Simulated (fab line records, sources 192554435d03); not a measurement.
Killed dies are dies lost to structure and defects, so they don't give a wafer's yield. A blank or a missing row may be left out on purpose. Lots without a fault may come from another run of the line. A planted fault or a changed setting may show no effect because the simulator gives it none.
Chamber matching | flow n5_finfet | N5_BEOL_M3_ETCH_70 on rie_diel-03: 4 sister chambers
The step etches SOC in N2/H2, target depth 80 nm, overetch 16 nm, time 120 s. 8 wafers are shown with their chamber, then 9 later ones without.

WAFERS WITH THEIR CHAMBER
wafer  | chamber | showerhead_plenum_p_Torr (Torr) | drypump_motor_current_A (A)
L075.5 | 0       | 2.63                            | 5.9
L077.5 | 0       | 2.63                            | 5.9
L079.1 | 2       | 2.48                            | 5.2
L086.3 | 2       | 2.47                            | 5.3
L086.6 | 1       | 2.71                            | 5.0
L087.3 | 3       | 2.39                            | 6.5
L087.5 | 1       | 2.71                            | 5.0
L087.6 | 3       | 2.39                            | 6.5

WAFERS WITHOUT THEIR CHAMBER
wafer  | showerhead_plenum_p_Torr (Torr) | drypump_motor_current_A (A)
L092.1 | 2.46                            | 5.3
L092.2 | 2.70                            | 5.0
L092.4 | 2.70                            | 5.0
L095.2 | 2.46                            | 5.3
L095.5 | 2.70                            | 5.0
L095.6 | 2.46                            | 5.3
L096.4 | 2.71                            | 6.5
L096.5 | 2.46                            | 5.3
L096.6 | 2.70                            | 5.1

WHICH CHAMBER EACH WENT THROUGH
wafer  | from the rows above | in truth
L092.1 | 2                   | 2
L092.2 | 1                   | 1
L092.4 | 1                   | 1
L095.2 | 2                   | 2
L095.5 | 1                   | 1
L095.6 | 2                   | 2
L096.4 | 0                   | 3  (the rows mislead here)
L096.5 | 2                   | 2
L096.6 | 1                   | 1
Placed correctly: 8 of 9. Can't be placed from these rows: 0. Placed wrongly: 1.
How it was worked out, from the rows above alone: a wafer's distance from a chamber is the root of the sum, over the readings, of the square of ((its reading less the chamber's mean) divided by the reading's scatter). The wafer belongs to the nearest chamber; if the next one is less than 2 further off, it can't be placed. A chamber's mean is the mean of its shown wafers. The scatter: the root of (the sum of the squares of (reading less its chamber's mean) over the shown wafers, divided by (wafers less chambers)).
